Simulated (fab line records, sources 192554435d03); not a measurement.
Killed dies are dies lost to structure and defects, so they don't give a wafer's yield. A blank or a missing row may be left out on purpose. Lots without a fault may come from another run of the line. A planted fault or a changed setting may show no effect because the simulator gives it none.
Chamber matching | flow n5_finfet | N5_BEOL_M15_ETCH_57 on rie_diel-06: 4 sister chambers
The step etches SOC in N2/H2, time 750 s. 18 wafers are shown with their chamber, then 9 later ones without.

WAFERS WITH THEIR CHAMBER
wafer  | chamber | showerhead_plenum_p_Torr (Torr) | throttle_valve_pct (%) | drypump_motor_current_A (A)
L079.1 | 2       | 2.70                            | 17.54                  | 5.5
L079.3 | 0       | 2.59                            | 17.89                  | 5.8
L079.4 | 3       | 2.46                            | 17.86                  | 5.9
L078.3 | 1       | 2.65                            | 18.43                  | 6.3
L078.4 | 2       | 2.70                            | 17.53                  | 5.4
L078.5 | 2       | 2.70                            | 17.53                  | 5.5
L082.2 | 0       | 2.59                            | 17.90                  | 5.8
L082.4 | 1       | 2.65                            | 18.46                  | 6.4
L082.5 | 3       | 2.46                            | 17.91                  | 5.9
L084.1 | 3       | 2.46                            | 17.89                  | 5.9
L084.5 | 3       | 2.46                            | 17.90                  | 5.9
L084.6 | 0       | 2.59                            | 17.91                  | 5.8
L085.2 | 3       | 2.46                            | 17.91                  | 5.9
L085.3 | 1       | 2.64                            | 18.47                  | 6.4
L085.4 | 2       | 2.69                            | 17.57                  | 5.5
L086.1 | 3       | 2.46                            | 17.89                  | 5.9
L086.3 | 2       | 2.69                            | 17.58                  | 5.4
L086.5 | 1       | 2.64                            | 18.47                  | 6.3

SIGNATURES (means of the wafers above)
reading                  | chamber 0 | chamber 1 | chamber 2 | chamber 3 | scatter within a chamber
showerhead_plenum_p_Torr | 2.5900    | 2.6450    | 2.6960    | 2.4600    | 0.00396
throttle_valve_pct       | 17.9000   | 18.4575   | 17.5500   | 17.8933   | 0.0193
drypump_motor_current_A  | 5.800     | 6.350     | 5.460     | 5.900     | 0.0396
Rule: a wafer's distance from a chamber is the root of the sum, over the readings, of the square of ((its reading less the chamber's mean) divided by the reading's scatter). The wafer belongs to the nearest chamber; if the next one is less than 2 further off, it can't be placed. The scatter: the root of (the sum of the squares of (reading less its chamber's mean) over the shown wafers, divided by (wafers less chambers)).

WAFERS WITHOUT THEIR CHAMBER
wafer  | showerhead_plenum_p_Torr (Torr) | throttle_valve_pct (%) | drypump_motor_current_A (A)
L090.2 | 2.45                            | 17.94                  | 5.9
L090.3 | 2.64                            | 18.47                  | 6.4
L090.5 | 2.58                            | 17.93                  | 5.8
L094.2 | 2.64                            | 18.49                  | 6.3
L094.3 | 2.68                            | 17.60                  | 5.4
L094.5 | 2.64                            | 18.51                  | 6.4
L095.1 | 2.64                            | 18.48                  | 6.3
L095.4 | 2.45                            | 17.94                  | 5.9
L095.6 | 2.68                            | 17.60                  | 5.5

WHICH CHAMBER EACH WENT THROUGH
wafer  | from the rows above | in truth
L090.2 | 3                   | 3
L090.3 | 1                   | 1
L090.5 | 0                   | 0
L094.2 | 1                   | 1
L094.3 | 2                   | 2
L094.5 | 1                   | 1
L095.1 | 1                   | 1
L095.4 | 3                   | 3
L095.6 | 2                   | 2
Placed correctly: 9 of 9. Can't be placed from these rows: 0. Placed wrongly: 0.
